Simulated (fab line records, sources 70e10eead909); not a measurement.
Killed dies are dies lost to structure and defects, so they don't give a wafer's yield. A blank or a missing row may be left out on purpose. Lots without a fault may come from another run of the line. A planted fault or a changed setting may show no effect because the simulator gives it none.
Chamber matching | flow nand_harc | NHARC_A_STAIRCASE_DEP_151 on pecvd-01: 3 sister chambers
The step deposits SiO2, target thk 3800 nm. 18 wafers are shown with their chamber, then 9 later ones without.

WAFERS WITH THEIR CHAMBER
wafer  | chamber | heater_power_w (W) | rf_fwd_power_W (W)
L077.2 | 2       | 729                | 499.5
L077.3 | 0       | 645                | 500.4
L077.5 | 1       | 683                | 496.0
L079.2 | 0       | 681                | 500.7
L079.3 | 2       | 643                | 499.1
L079.6 | 1       | 688                | 499.3
L082.3 | 1       | 744                | 501.5
L082.4 | 2       | 642                | 499.4
L082.6 | 1       | 700                | 500.7
L083.2 | 2       | 710                | 499.3
L083.5 | 1       | 685                | 499.8
L083.6 | 2       | 638                | 499.8
L085.2 | 2       | 773                | 498.8
L085.3 | 0       | 627                | 498.5
L085.6 | 2       | 633                | 497.8
L086.3 | 2       | 750                | 501.6
L086.4 | 2       | 639                | 502.2
L086.5 | 0       | 581                | 499.3

SIGNATURES (means of the wafers above)
reading        | chamber 0 | chamber 1 | chamber 2 | scatter within a chamber
heater_power_w | 633.50    | 700.00    | 684.11    | 46.9
rf_fwd_power_W | 499.725   | 499.460   | 499.722   | 1.55
Rule: a wafer's distance from a chamber is the root of the sum, over the readings, of the square of ((its reading less the chamber's mean) divided by the reading's scatter). The wafer belongs to the nearest chamber; if the next one is less than 2 further off, it can't be placed. The scatter: the root of (the sum of the squares of (reading less its chamber's mean) over the shown wafers, divided by (wafers less chambers)).

WAFERS WITHOUT THEIR CHAMBER
wafer  | heater_power_w (W) | rf_fwd_power_W (W)
L091.2 | 767                | 499.6
L091.3 | 746                | 500.6
L091.4 | 694                | 500.8
L093.1 | 816                | 499.7
L093.5 | 634                | 500.8
L093.6 | 682                | 499.6
L096.3 | 722                | 500.0
L096.4 | 639                | 501.7
L096.6 | 689                | 499.7

WHICH CHAMBER EACH WENT THROUGH
wafer  | from the rows above          | in truth
L091.2 | can't be placed: 1 or 2 or 0 | 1
L091.3 | can't be placed: 1 or 2 or 0 | 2
L091.4 | can't be placed: 2 or 1 or 0 | 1
L093.1 | can't be placed: 1 or 2 or 0 | 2
L093.5 | can't be placed: 0 or 2 or 1 | 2
L093.6 | can't be placed: 2 or 1 or 0 | 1
L096.3 | can't be placed: 1 or 2 or 0 | 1
L096.4 | can't be placed: 0 or 2 or 1 | 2
L096.6 | can't be placed: 2 or 1 or 0 | 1
Placed correctly: 0 of 9. Can't be placed from these rows: 9 (the true chamber is among the candidates in 9). Placed wrongly: 0.
